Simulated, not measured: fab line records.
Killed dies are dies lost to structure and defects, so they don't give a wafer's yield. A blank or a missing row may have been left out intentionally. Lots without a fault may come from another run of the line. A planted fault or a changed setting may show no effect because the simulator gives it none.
fab line records + flow nandHarc
record:
- lots: 12
- wafers: 36
- lastDay: 24
route steps=1159 shown A_CHANNEL_HOLE_D1@477 A_CHANNEL_FILL_D1@507 END@1159
lots that met no fault: from a run of the same line without faults
startH: hours from the record's first day to the start of the lot's first wafer shown + waitH: hours elapsed since this lot's preceding step + " same as the row above + L1.1+2: several wafers, shown together as one row + - no value, or no start given + * or withheld: withheld + < > ~ a bound
route shown NAME@n: a module of which the file shows steps, and the number in the route of the first + usual: average and standard deviation across the fault-free wafers + same: alike in all rows + chamber/n: place in a boat + sites: the reading at each site + _std_site: the values' standard deviation + _edge_site: outer sites' mean less inner sites' + radiusMm: how far each site lies from the wafer's centre + mask NAME#n: copy n + behind: the most recent tool/chamber to have shaped the wafer + hold: why the lot went on hold/how many hours it stayed there/how the hold came to an end + device: transistor that didn't switch, given as n, p or np + end of line: the tests these same wafers got at the end of their route + where a step has no rows: the recipe by itself + killed: dies that structure and defects cost at the first sort, which is not the same as the wafer's yield + map: dies across one wafer; x = killed, . = not, _ = none there
set.NAME: the run value of the setting; set.NAME@STEP: its run value at that earlier step + model.NAME: the simulator's own value behind a step, which no gauge read
one table for each step of the route and one row for each wafer, over a sample of lots
services: the hour from which a tool's chamber was out of use, counted from the record's first day as startH (under 0 if before that day), plus the number of hours and why
== steps ==
step: NHARC_A_CHANNEL_HOLE_D1_ETCH_25
recipe:
- biasV: 5000
- sourceW: withheld
- pressureMtorr: 20
- timeS: 1040.2
- arFlowSccm: 375
- c4f8FlowSccm: 93.8
- o2FlowSccm: 31.2
- tempC: -20
- targetDepthA: 15000
- chemistry: C4F8/O2/Ar
usual:
- drypumpMotorCurrentA: 5.8/0.34
- showerheadPlenumPTorr: 3.76/0.12
- throttleValvePct: 32.234/0.0092
| lot.wafer | tool       | chamber | startH | waitH | drypumpMotorCurrentA | rfHoursCounterH | showerheadPlenumPTorr | throttleValvePct |
|-----------|------------|---------|--------|-------|----------------------|-----------------|-----------------------|------------------|
| L874.1    | harEtch-01 | 1       | 177.78 | 0.7   | 5.4                  | 187             | 3.82                  | 32.232           |
| L874.4    | "          | 0       | "      | "     | 5.6                  | -               | 3.59                  | 32.238           |
| L874.3    | "          | 1       | "      | "     | 5.4                  | -               | 3.82                  | 32.223           |
| L873.2    | harEtch-01 | 1       | 182.32 | 0.6   | 5.4                  | 191             | 3.82                  | 32.223           |
| L873.1    | "          | 0       | "      | "     | 5.6                  | 191             | 3.59                  | 32.230           |
| L873.3    | "          | 0       | "      | "     | 5.5                  | -               | 3.59                  | 32.233           |
| L875.3    | harEtch-02 | 0       | 192.21 | 0.7   | 5.9                  | -               | 3.87                  | 32.237           |
| L875.6    | "          | 0       | "      | "     | 5.9                  | -               | 3.87                  | 32.218           |
| L875.5    | "          | 1       | "      | "     | 6.3                  | -               | 3.87                  | 32.254           |
| L878.2    | harEtch-01 | 1       | 199.62 | 0.6   | 5.4                  | 202             | 3.81                  | 32.229           |
| L878.4    | "          | 1       | "      | "     | 5.4                  | -               | 3.81                  | 32.241           |
| L878.3    | "          | 0       | "      | "     | 5.5                  | -               | 3.58                  | 32.243           |
| L879.2    | harEtch-01 | 0       | 221.04 | 0.6   | 5.5                  | 208             | 3.58                  | 32.235           |
| L879.4    | "          | 0       | "      | "     | 5.6                  | -               | 3.58                  | 32.248           |
| L879.3    | "          | 1       | "      | "     | 5.4                  | -               | 3.81                  | 32.226           |
| L881.2    | harEtch-02 | 1       | 226.30 | 0.6   | 6.3                  | 123             | 3.86                  | 32.221           |
| L881.3    | "          | 1       | "      | "     | 6.3                  | -               | 3.86                  | 32.251           |
| L881.4    | "          | 0       | "      | "     | 5.9                  | -               | 3.86                  | 32.227           |
| L885.3    | harEtch-01 | 0       | 260.86 | 0.7   | 5.5                  | -               | 3.57                  | 32.218           |
| L885.4    | "          | 1       | "      | "     | 5.4                  | -               | 3.80                  | 32.231           |
| L885.6    | "          | 0       | "      | "     | 5.5                  | -               | 3.57                  | 32.232           |
| L889.3    | harEtch-01 | 0       | 266.72 | 0.7   | 5.6                  | -               | 3.57                  | 32.230           |
| L889.6    | "          | 0       | "      | "     | 5.5                  | -               | 3.57                  | 32.237           |
| L889.5    | "          | 1       | "      | "     | 5.4                  | -               | 3.80                  | 32.237           |
| L890.3    | harEtch-01 | 0       | 290.42 | 0.7   | 5.5                  | -               | 3.56                  | 32.234           |
| L890.4    | "          | 1       | "      | "     | 5.4                  | -               | 3.79                  | 32.230           |
| L890.5    | "          | 1       | "      | "     | 5.4                  | -               | 3.79                  | 32.219           |
| L894.1    | harEtch-02 | 0       | 303.17 | 0.7   | 5.9                  | 157             | 3.84                  | 32.233           |
| L894.4    | "          | 0       | "      | "     | 5.9                  | -               | 3.84                  | 32.231           |
| L894.6    | "          | 0       | "      | "     | 5.9                  | -               | 3.84                  | 32.217           |
| L895.1    | harEtch-01 | 0       | 305.02 | 0.7   | 5.5                  | 248             | 3.56                  | 32.241           |
| L895.3    | "          | 1       | "      | "     | 5.4                  | -               | 3.79                  | 32.236           |
| L895.4    | "          | 0       | "      | "     | 5.5                  | -               | 3.56                  | 32.220           |
| L896.1    | harEtch-02 | 0       | 307.18 | 0.6   | 5.9                  | 160             | 3.84                  | 32.233           |
| L896.3    | "          | 0       | "      | "     | 5.9                  | -               | 3.84                  | 32.222           |
| L896.4    | "          | 1       | "      | "     | 6.3                  | -               | 3.84                  | 32.236           |
step: NHARC_A_CHANNEL_FILL_D1_ALD_25
recipe:
- targetThkA: 600
- pulseTimeS: 10
- aldCycles: 600
- tempC: 300
- material: SiOx
usual:
- aldCycles: 600/0
- heaterPowerW: 482/39
- precursorPulseHeightRel: 1.002/0.021
| lot.wafer | tool     | chamber | startH | waitH | aldCycles | heaterPowerW | precursorPulseHeightRel |
|-----------|----------|---------|--------|-------|-----------|--------------|-------------------------|
| L874.3    | aldHk-02 | 2       | 217.47 | 0.0   | 600       | 505          | 0.981                   |
| L874.4    | "        | 0       | 218.68 | 1.3   | 600       | 444          | 1.029                   |
| L874.1    | "        | 1       | "      | "     | 600       | 484          | 0.989                   |
| L873.1    | aldHk-02 | 1       | 223.98 | 0.1   | 600       | 478          | 0.993                   |
| L873.3    | "        | 3       | 225.21 | 1.3   | 600       | 514          | 0.992                   |
| L873.2    | "        | 0       | "      | "     | 600       | 444          | 1.004                   |
| L875.3    | aldHk-03 | 1       | 231.82 | 1.3   | 600       | 436          | 0.983                   |
| L875.5    | "        | 3       | 233.04 | 2.5   | 600       | 489          | 0.997                   |
| L875.6    | "        | 0       | "      | "     | 600       | 406          | 1.035                   |
| L878.2    | aldHk-02 | 0       | 241.30 | 2.9   | 600       | 444          | 0.997                   |
| L878.4    | "        | 2       | 242.53 | 4.2   | 600       | 506          | 0.995                   |
| L878.3    | "        | 3       | "      | "     | 600       | 522          | 0.997                   |
| L879.3    | aldHk-03 | 3       | 259.15 | 0.1   | 600       | 474          | 1.005                   |
| L879.2    | "        | 0       | "      | "     | 600       | 422          | 0.979                   |
| L879.4    | "        | 1       | "      | "     | 600       | 447          | 1.016                   |
| L881.3    | aldHk-03 | 2       | 265.58 | 0.1   | 600       | 508          | 0.998                   |
| L881.2    | "        | 3       | "      | "     | 600       | 468          | 1.025                   |
| L881.4    | "        | 1       | 267.43 | 1.9   | 600       | 449          | 1.059                   |
| L885.3    | aldHk-03 | 3       | 296.20 | 0.2   | 600       | 483          | 1.007                   |
| L885.4    | "        | 1       | 297.44 | 1.4   | 600       | 438          | 1.012                   |
| L885.6    | "        | 0       | 299.29 | 3.3   | 600       | 418          | 0.990                   |
| L889.3    | aldHk-03 | 0       | 306.72 | 1.3   | 600       | 426          | 1.055                   |
| L889.6    | "        | 2       | 307.95 | 2.5   | 600       | 498          | 0.990                   |
| L889.5    | "        | 3       | "      | "     | 562       | 483          | 1.024                   |
| L890.4    | aldHk-04 | 2       | 332.47 | 2.3   | 600       | 496          | 1.022                   |
| L890.3    | "        | 0       | 333.71 | 3.5   | 600       | 493          | 0.973                   |
| L890.5    | "        | 3       | 335.57 | 5.4   | 600       | 559          | 0.990                   |
| L895.3    | aldHk-04 | 0       | 341.91 | 0.1   | 600       | 485          | 0.974                   |
| L895.4    | "        | 1       | "      | "     | 600       | 463          | 0.978                   |
| L895.1    | "        | 3       | 343.78 | 1.9   | 600       | 569          | 1.009                   |
| L894.4    | aldHk-02 | 1       | 341.93 | 0.0   | 600       | 511          | 1.002                   |
| L894.1    | "        | 3       | 343.15 | 1.3   | 600       | 505          | 0.996                   |
| L894.6    | "        | 1       | 344.38 | 2.5   | 600       | 499          | 1.008                   |
| L896.1    | aldHk-02 | 2       | 346.64 | 0.1   | 600       | 488          | 0.965                   |
| L896.4    | "        | 3       | "      | "     | 600       | 491          | 1.012                   |
| L896.3    | "        | 1       | 348.48 | 1.9   | 600       | 500          | 0.999                   |
step: NHARC_A_CHANNEL_FILL_D1_STRIP_29
recipe:
- timeS: 20
- o2FlowSccm: 500
- arFlowSccm: 0
- biasW: 0
- chemistry: O2
usual:
- drypumpMotorCurrentA: 5.7/0.33
- oesProductAu: 0.999/0.0063
- rfVppV: 57.8/0.82
- showerheadPlenumPTorr: 3.49/0.084
- throttleValvePct: 17.038/0.0097
| lot.wafer | tool       | chamber | startH | waitH | drypumpMotorCurrentA | oesProductAu | rfHoursCounterH | rfVppV | showerheadPlenumPTorr | throttleValvePct |
|-----------|------------|---------|--------|-------|----------------------|--------------|-----------------|--------|-----------------------|------------------|
| L874.3    | rieDiel-10 | 3       | -      | -     | 5.9                  | 0.999        | 1               | 58.5   | 3.53                  | 17.042           |
| L874.4    | "          | 0       | "      | "     | 5.6                  | 0.999        | 1               | 59.0   | 3.56                  | 17.038           |
| L874.1    | "          | 2       | "      | "     | 6.5                  | 1.002        | 1               | 57.7   | 3.47                  | 17.034           |
| L873.2    | rieDiel-01 | 1       | -      | -     | 5.6                  | 1.000        | 2               | 58.7   | 3.53                  | 17.040           |
| L873.1    | "          | 2       | "      | "     | 5.7                  | 0.993        | 2               | 59.1   | 3.49                  | 17.051           |
| L873.3    | "          | 3       | "      | "     | 5.5                  | 0.997        | 2               | 56.8   | 3.44                  | 17.039           |
| L875.3    | rieDiel-01 | 0       | -      | -     | 5.5                  | 1.000        | 2               | 58.0   | 3.35                  | 17.047           |
| L875.6    | "          | 2       | "      | "     | 5.7                  | 1.003        | -               | 58.5   | 3.49                  | 17.022           |
| L875.5    | "          | 3       | "      | "     | 5.5                  | 0.992        | -               | 58.2   | 3.44                  | 17.056           |
| L878.3    | rieDiel-01 | 2       | -      | -     | 5.7                  | 0.993        | 2               | 58.7   | 3.49                  | 17.024           |
| L878.4    | "          | 3       | "      | "     | 5.4                  | 1.008        | 2               | 58.9   | 3.44                  | 17.053           |
| L878.2    | "          | 0       | "      | "     | 5.6                  | 1.008        | 3               | 57.4   | 3.35                  | 17.061           |
| L879.3    | rieDiel-01 | 2       | -      | -     | 5.7                  | 0.997        | 3               | 58.4   | 3.49                  | 17.040           |
| L879.2    | "          | 3       | "      | "     | 5.5                  | 1.002        | 3               | 58.2   | 3.44                  | 17.024           |
| L879.4    | "          | 1       | "      | "     | 5.5                  | 1.000        | 3               | 58.0   | 3.53                  | 17.027           |
| L881.4    | rieDiel-10 | 3       | -      | -     | 5.9                  | 0.996        | 3               | 58.4   | 3.53                  | 17.044           |
| L881.3    | "          | 0       | "      | "     | 5.6                  | 1.004        | 3               | 58.7   | 3.56                  | 17.024           |
| L881.2    | "          | 1       | "      | "     | 6.2                  | 1.005        | 3               | 58.4   | 3.61                  | 17.035           |
| L885.3    | rieDiel-01 | 0       | -      | -     | 5.6                  | 1.002        | 4               | 57.6   | 3.35                  | 17.024           |
| L885.4    | "          | 1       | "      | "     | 5.5                  | 1.005        | 4               | 56.9   | 3.53                  | 17.024           |
| L885.6    | "          | 1       | "      | "     | 5.5                  | 0.994        | -               | 56.8   | 3.53                  | 17.037           |
| L889.3    | rieDiel-01 | 3       | -      | -     | 5.5                  | 1.012        | 4               | 57.3   | 3.44                  | 17.018           |
| L889.5    | "          | 1       | "      | "     | 5.5                  | 1.003        | -               | 58.1   | 3.53                  | 17.047           |
| L889.6    | "          | 2       | "      | "     | 5.8                  | 0.998        | -               | 56.7   | 3.49                  | 17.021           |
| L890.4    | rieDiel-10 | 0       | -      | -     | 5.6                  | 1.003        | 6               | 57.7   | 3.56                  | 17.034           |
| L890.3    | "          | 1       | "      | "     | 6.2                  | 0.985        | 6               | 58.4   | 3.61                  | 17.055           |
| L890.5    | "          | 0       | "      | "     | 5.6                  | 0.992        | -               | 57.5   | 3.55                  | 17.042           |
| L894.4    | rieDiel-01 | 2       | -      | -     | 5.7                  | 1.003        | 1               | 56.0   | 3.49                  | 17.050           |
| L894.1    | "          | 0       | "      | "     | 5.5                  | 0.994        | 1               | 57.1   | 3.35                  | 17.018           |
| L894.6    | "          | 3       | "      | "     | 5.5                  | 1.006        | -               | 58.4   | 3.44                  | 17.041           |
| L895.3    | rieDiel-10 | 0       | -      | -     | 5.6                  | 1.002        | 6               | 58.3   | 3.55                  | 17.051           |
| L895.4    | "          | 1       | "      | "     | 6.2                  | 0.994        | 6               | 57.1   | 3.61                  | 17.036           |
| L895.1    | "          | 2       | "      | "     | 6.5                  | 0.998        | 6               | 57.1   | 3.47                  | 17.036           |
| L896.3    | rieDiel-10 | 2       | -      | -     | 6.5                  | 1.007        | 6               | 57.0   | 3.47                  | 17.045           |
| L896.1    | "          | 3       | "      | "     | 5.9                  | 0.992        | 6               | 57.5   | 3.53                  | 17.036           |
| L896.4    | "          | 1       | "      | "     | 6.2                  | 0.998        | 6               | 57.7   | 3.61                  | 17.045           |
step: NHARC_A_CHANNEL_FILL_D1_RTA_24
recipe:
- tempC: 1000
- timeS: 5
usual:
- lampPowerPct: 32.2/2.8
- wafer_temp_C_max: 1004.1/0.84
| lot.wafer | tool         | chamber | startH | waitH | lampPowerPct | wafer_temp_C_max |
|-----------|--------------|---------|--------|-------|--------------|------------------|
| L874.1    | rtpAnneal-01 | 0       | 229.28 | 0.0   | 34.2         | 1003.1           |
| L874.3    | "            | 0       | "      | "     | 34.2         | 1004.3           |
| L874.4    | "            | 0       | "      | "     | 34.2         | 1004.6           |
| L873.1    | rtpAnneal-02 | 0       | 235.83 | 0.0   | 28.2         | 1004.5           |
| L873.2    | "            | 0       | "      | "     | 28.3         | 1003.7           |
| L873.3    | "            | 0       | "      | "     | 28.2         | 1005.4           |
| L875.3    | rtpAnneal-02 | 0       | 242.34 | 0.1   | 28.3         | 1005.2           |
| L875.5    | "            | 0       | "      | "     | 28.2         | 1004.1           |
| L875.6    | "            | 0       | "      | "     | 28.2         | 1003.7           |
| L878.2    | rtpAnneal-02 | 0       | 253.09 | 0.2   | 28.2         | 1003.6           |
| L878.3    | "            | 0       | "      | "     | 28.2         | 1003.7           |
| L878.4    | "            | 0       | "      | "     | 28.2         | 1005.0           |
| L879.2    | rtpAnneal-01 | 0       | 271.00 | 0.1   | 34.2         | 1003.1           |
| L879.3    | "            | 0       | "      | "     | 34.1         | 1003.9           |
| L879.4    | "            | 0       | "      | "     | 34.2         | 1004.2           |
| L881.2    | rtpAnneal-01 | 0       | 277.58 | 0.2   | 34.2         | 1003.2           |
| L881.3    | "            | 0       | "      | "     | 34.2         | 1003.7           |
| L881.4    | "            | 0       | "      | "     | 34.2         | 1004.0           |
| L885.3    | rtpAnneal-01 | 0       | 308.90 | 1.1   | 34.2         | 1004.4           |
| L885.4    | "            | 0       | "      | "     | 34.2         | 1004.4           |
| L885.6    | "            | 0       | "      | "     | 34.2         | 1003.9           |
| L889.3    | rtpAnneal-01 | 0       | 317.18 | 0.1   | 34.2         | 1002.5           |
| L889.5    | "            | 0       | "      | "     | 34.1         | 1003.7           |
| L889.6    | "            | 0       | "      | "     | 34.1         | 1003.0           |
| L890.3    | rtpAnneal-01 | 0       | 344.25 | 0.1   | 34.2         | 1004.9           |
| L890.4    | "            | 0       | "      | "     | 34.2         | 1003.5           |
| L890.5    | "            | 0       | "      | "     | 34.2         | 1004.1           |
| L894.1    | rtpAnneal-02 | 0       | 353.75 | 0.0   | 28.2         | 1005.1           |
| L894.4    | "            | 0       | "      | "     | 28.2         | 1004.9           |
| L894.6    | "            | 0       | "      | "     | 28.2         | 1004.6           |
| L895.1    | rtpAnneal-01 | 0       | 353.75 | 0.0   | 34.2         | 1004.2           |
| L895.3    | "            | 0       | "      | "     | 34.2         | 1003.7           |
| L895.4    | "            | 0       | "      | "     | 34.2         | 1004.5           |
| L896.1    | rtpAnneal-01 | 0       | 358.36 | 0.0   | 34.2         | 1004.0           |
| L896.3    | "            | 0       | "      | "     | 34.2         | 1003.2           |
| L896.4    | "            | 0       | "      | "     | 34.2         | 1003.7           |
step: NHARC_END_SORT_01
recipe:
- tempC: 25
usual:
- killedAtArray: 27/10
- killedAtOther: 0.6/1
- killedAtPeriphery: 3.4/2.7
- killedDies: 31/9.7
- killedOpen: 3.4/1.7
- killedShort: 2.2/1.5
same:
- grossDies: 677
| lot.wafer | tool      | chamber | startH | waitH | killedAtArray | killedAtOther | killedAtPeriphery | killedDies | killedOpen | killedShort |
|-----------|-----------|---------|--------|-------|---------------|---------------|-------------------|------------|------------|-------------|
| L874.1    | prober-01 | 0       | 450.38 | 2.5   | 29            | 1             | 2                 | 32         | 3          | 4           |
| L874.3    | prober-01 | 0       | 451.99 | 3.1   | 29            | 0             | 4                 | 33         | 1          | 6           |
| L874.4    | prober-01 | 0       | 452.79 | 3.4   | 28            | 0             | 5                 | 33         | 4          | 2           |
| L878.2    | prober-02 | 0       | 466.91 | 2.8   | 22            | 0             | 9                 | 31         | 4          | 3           |
| L878.3    | prober-02 | 0       | 467.72 | 3.1   | 27            | 0             | 9                 | 36         | 4          | 0           |
| L878.4    | prober-02 | 0       | 468.52 | 3.4   | 31            | 0             | 3                 | 34         | 3          | 2           |
| L881.2    | prober-01 | 0       | 494.85 | 2.8   | 19            | 3             | 4                 | 26         | 6          | 4           |
| L881.3    | prober-01 | 0       | 495.66 | 3.1   | 12            | 0             | 4                 | 16         | 5          | 2           |
| L881.4    | prober-01 | 0       | 496.48 | 3.5   | 13            | 1             | 2                 | 16         | 2          | 1           |
| L885.3    | prober-02 | 0       | 513.36 | 3.1   | 26            | 0             | 0                 | 26         | 1          | 2           |
| L885.4    | prober-02 | 0       | 514.15 | 3.4   | 37            | 0             | 1                 | 38         | 2          | 4           |
| L885.6    | prober-02 | 0       | 515.73 | 4.0   | 27            | 1             | 0                 | 28         | 2          | 3           |
| L896.1    | prober-02 | 0       | 567.04 | 2.5   | 19            | 0             | 7                 | 26         | 3          | 4           |
| L896.3    | prober-02 | 0       | 568.61 | 3.0   | 26            | 0             | 8                 | 34         | 3          | 2           |
| L896.4    | prober-02 | 0       | 569.40 | 3.3   | 27            | 0             | 9                 | 36         | 6          | 5           |
| L894.1    | prober-01 | 0       | 578.44 | 2.5   | 16            | 0             | 6                 | 22         | 3          | 3           |
| L894.4    | prober-01 | 0       | 580.86 | 3.4   | 22            | 0             | 6                 | 28         | 6          | 2           |
| L894.6    | prober-01 | 0       | 582.48 | 4.0   | 16            | 1             | 4                 | 21         | 2          | 1           |
killed by level:class
L874.1 A_CHANNEL_HOLE_D1:chamberFilmFlake=11 A_SLIT:chamberFilmFlake=8 A_WL_FILL:geometricParticle:short=4 A_STAIRCASE:chamberFilmFlake=3 P_GATE:geometricParticle:open=1 P_CONTACT:geometricParticle:open=1 A_SOURCE_PLATE:geometricParticle:open=1 A_WL_FILL:chamberFilmFlake=1
L874.3 A_CHANNEL_HOLE_D1:chamberFilmFlake=13 A_SLIT:chamberFilmFlake=7 A_WL_FILL:geometricParticle:short=3 A_STAIRCASE:chamberFilmFlake=2 A_WL_FILL:chamberFilmFlake=2 P_GATE:geometricParticle:short=1 P_M2:geometricParticle:open=1 A_ONON_D1:geometricParticle:short=1
L874.4 A_CHANNEL_HOLE_D1:chamberFilmFlake=12 A_SLIT:chamberFilmFlake=9 A_STAIRCASE:chamberFilmFlake=2 A_WL_FILL:chamberFilmFlake=2 P_STI:geometricParticle:open=1 P_M0:geometricParticle:open=1 P_M0:geometricParticle:short=1 P_M1:geometricParticle:open=1
L878.2 A_CHANNEL_HOLE_D1:chamberFilmFlake=14 P_ZERO_WELL:chamberFilmFlake=6 A_ONON_D1:geometricParticle:short=2 P_STI:geometricParticle:short=1 P_M0:geometricParticle:open=1 A_WL_FILL:geometricParticle:open=1 A_CONTACT:geometricParticle:open=1 A_M1:geometricParticle:open=1
L878.3 A_CHANNEL_HOLE_D1:chamberFilmFlake=16 P_ZERO_WELL:chamberFilmFlake=9 A_CHANNEL_FILL_D1:chamberFilmFlake=2 A_STAIRCASE:chamberFilmFlake=2 A_SLIT:chamberFilmFlake=2 A_ONON_D1:geometricParticle:open=1 A_CONTACT:geometricParticle:open=1 A_BLC:geometricParticle:open=1
L878.4 A_CHANNEL_HOLE_D1:chamberFilmFlake=20 P_ZERO_WELL:chamberFilmFlake=2 A_CHANNEL_FILL_D1:chamberFilmFlake=2 A_M0:chamberFilmFlake=2 A_ONON_D1:geometricParticle:open=1 A_ONON_D1:geometricParticle:short=1 A_M0:geometricParticle:open=1 A_M1:geometricParticle:short=1
L881.2 A_CHANNEL_HOLE_D1:chamberFilmFlake=7 A_CONTACT:chamberFilmFlake=3 A_STAIRCASE:chamberFilmFlake=2 THIN_TSV:chamberFilmFlake=2 P_CONTACT:geometricParticle:short=1 P_M0:geometricParticle:open=1 A_SOURCE_PLATE:geometricParticle:short=1 A_CHANNEL_FILL_D1:geometricParticle:open=1
L881.3 A_CHANNEL_HOLE_D1:chamberFilmFlake=3 A_STAIRCASE:chamberFilmFlake=3 P_CONTACT:geometricParticle:open=2 A_CONTACT:chamberFilmFlake=2 P_GATE:geometricParticle:open=1 A_ONON_D1:geometricParticle:short=1 A_WL_FILL:geometricParticle:short=1 A_CONTACT:geometricParticle:open=1
L881.4 A_CHANNEL_HOLE_D1:chamberFilmFlake=3 A_CONTACT:chamberFilmFlake=3 A_M0:geometricParticle:open=2 P_M0:chamberFilmFlake=2 A_STAIRCASE:chamberFilmFlake=2 A_CHANNEL_HOLE_D1:geometricParticle:short=1 A_ZERO_WELL:chamberFilmFlake=1 A_WL_FILL:chamberFilmFlake=1
L885.3 A_CHANNEL_HOLE_D1:chamberFilmFlake=8 A_CONTACT:chamberFilmFlake=7 A_BLC:chamberFilmFlake=6 A_SGD_CUT:geometricParticle:short=1 A_WL_FILL:geometricParticle:short=1 A_WL_FILL:geometricParticle:open=1 A_ZERO_WELL:chamberFilmFlake=1 A_CHANNEL_FILL_D1:chamberFilmFlake=1
L885.4 A_CHANNEL_HOLE_D1:chamberFilmFlake=16 A_BLC:chamberFilmFlake=7 A_CONTACT:chamberFilmFlake=4 A_STAIRCASE:chamberFilmFlake=2 A_WL_FILL:chamberFilmFlake=2 A_SOURCE_PLATE:geometricParticle:short=1 A_ONON_D1:geometricParticle:open=1 A_CHANNEL_HOLE_D1:geometricParticle:short=1
L885.6 A_CHANNEL_HOLE_D1:chamberFilmFlake=16 A_CONTACT:chamberFilmFlake=4 A_SGD_CUT:geometricParticle:open=1 A_BLC:geometricParticle:short=1 A_BLC:geometricParticle:open=1 A_M1:geometricParticle:short=1 STARTING-WAFER:geometricParticle:short=1 A_ZERO_WELL:chamberFilmFlake=1
L896.1 A_CHANNEL_HOLE_D1:chamberFilmFlake=6 P_GATE:chamberFilmFlake=3 A_WL_FILL:chamberFilmFlake=3 A_CHANNEL_FILL_D1:geometricParticle:short=2 P_STI:chamberFilmFlake=2 A_CONTACT:chamberFilmFlake=2 A_STAIRCASE:chamberFilmFlake=2 P_GATE:geometricParticle:open=1
L896.3 A_CHANNEL_HOLE_D1:chamberFilmFlake=8 A_CONTACT:chamberFilmFlake=7 A_WL_FILL:chamberFilmFlake=4 P_ZERO_WELL:chamberFilmFlake=2 P_GATE:chamberFilmFlake=2 P_M1:chamberFilmFlake=2 A_BONDPAD:chamberFilmFlake=2 P_GATE:geometricParticle:short=1
L896.4 A_CHANNEL_HOLE_D1:chamberFilmFlake=7 A_WL_FILL:chamberFilmFlake=5 A_CONTACT:chamberFilmFlake=4 A_CONTACT:geometricParticle:open=3 A_WL_FILL:geometricParticle:short=2 P_GATE:chamberFilmFlake=2 A_STAIRCASE:chamberFilmFlake=2 A_BONDPAD:chamberFilmFlake=2
L894.1 A_CHANNEL_HOLE_D1:chamberFilmFlake=6 A_CONTACT:chamberFilmFlake=5 P_GATE:chamberFilmFlake=4 A_ONON_D1:geometricParticle:short=2 A_ONON_D1:geometricParticle:open=2 P_M0:geometricParticle:open=1 P_M0:geometricParticle:short=1 A_STAIRCASE:chamberFilmFlake=1
L894.4 A_CHANNEL_HOLE_D1:chamberFilmFlake=7 P_GATE:chamberFilmFlake=4 A_CONTACT:chamberFilmFlake=2 A_STAIRCASE:chamberFilmFlake=2 A_WL_FILL:chamberFilmFlake=2 P_CONTACT:geometricParticle:short=1 A_ONON_D1:geometricParticle:short=1 A_ONON_D1:geometricParticle:open=1
L894.6 A_CHANNEL_HOLE_D1:chamberFilmFlake=9 A_CONTACT:chamberFilmFlake=5 P_ZERO_WELL:chamberFilmFlake=2 P_M0:geometricParticle:open=1 A_CHANNEL_FILL_D1:geometricParticle:short=1 STARTING-WAFER:geometricParticle:open=1 P_M0:chamberFilmFlake=1 A_STAIRCASE:chamberFilmFlake=1
== services ==
| tool         | chamber | startH | hours | kind                        |
|--------------|---------|--------|-------|-----------------------------|
| rieDiel-10   | 3       | 156.42 | 5.4   | repair                      |
| rieDiel-01   | 0       | 171.30 | -     | clean                       |
| rieDiel-01   | 1       | 171.30 | -     | clean                       |
| rieDiel-01   | 2       | 171.30 | -     | clean                       |
| rieDiel-01   | 3       | 171.30 | -     | clean                       |
| rieDiel-10   | -       | 176.50 | 9.0   | pm                          |
| aldHk-04     | -       | 186.00 | 10.0  | pm                          |
| rieDiel-01   | 2       | 194.47 | 7.1   | repair                      |
| rieDiel-01   | 0       | 195.80 | -     | clean                       |
| rieDiel-01   | 1       | 195.80 | -     | clean                       |
| rieDiel-10   | 2       | 197.85 | 5.3   | repair                      |
| rieDiel-10   | 2       | 209.00 | 8.1   | repair                      |
| aldHk-02     | -       | 280.00 | 10.0  | pm                          |
| rtpAnneal-02 | -       | 300.00 | 12.0  | pm                          |
| harEtch-01   | -       | 306.14 | 17.0  | pm                          |
| harEtch-01   | 0       | 306.14 | 17.0  | ventCycle                   |
| harEtch-01   | 1       | 306.14 | 17.0  | ventCycle                   |
| rieDiel-01   | -       | 314.80 | 9.0   | pm                          |
| harEtch-01   | 0       | 323.14 | -     | clean                       |
| harEtch-01   | 0       | 323.14 | -     | consumableReplace:focusRing |
| harEtch-01   | 1       | 323.14 | -     | clean                       |
| harEtch-01   | 1       | 323.14 | -     | consumableReplace:focusRing |
| aldHk-03     | -       | 324.24 | 10.0  | pm                          |
| rieDiel-10   | -       | 353.50 | 9.0   | pm                          |
== key ==
firstSign:
- step: NHARC_A_CHANNEL_FILL_D1_ALD_25
- reading: aldCycles
- direction: down
- sigmas: 99+
- usual: 600
- struck: 562
effect none on later readings
metAt NHARC_A_CHANNEL_FILL_D1_ALD_25
struckLots L889
struckWafers L889.5
testerLeftOut L889
notActingAt NHARC_A_CHANNEL_HOLE_D1_ETCH_25,NHARC_A_CHANNEL_FILL_D1_STRIP_29,NHARC_A_CHANNEL_FILL_D1_RTA_24
onsetBetween 296.20 306.72
fault:
- kind: processParameterDrift
- tool: aldHk-03
- chamber: -
- onsetH: 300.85
- steps: NHARC_A_CHANNEL_FILL_D1_ALD_25
- channel: aldCycles
- offset: -38
- shape: step
- endH: 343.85
- scope: struckWafersOnly
- actsIn: theseRecipesOnly
- stated: 600
testerLeftOut: of these lots the tester's yield and bins aren't shown, on N5 and GAA mostly nor the transistor test; their killed dies are dies lost to structure and defects alone, not to doping, threshold or leakage, so they don't give the yield
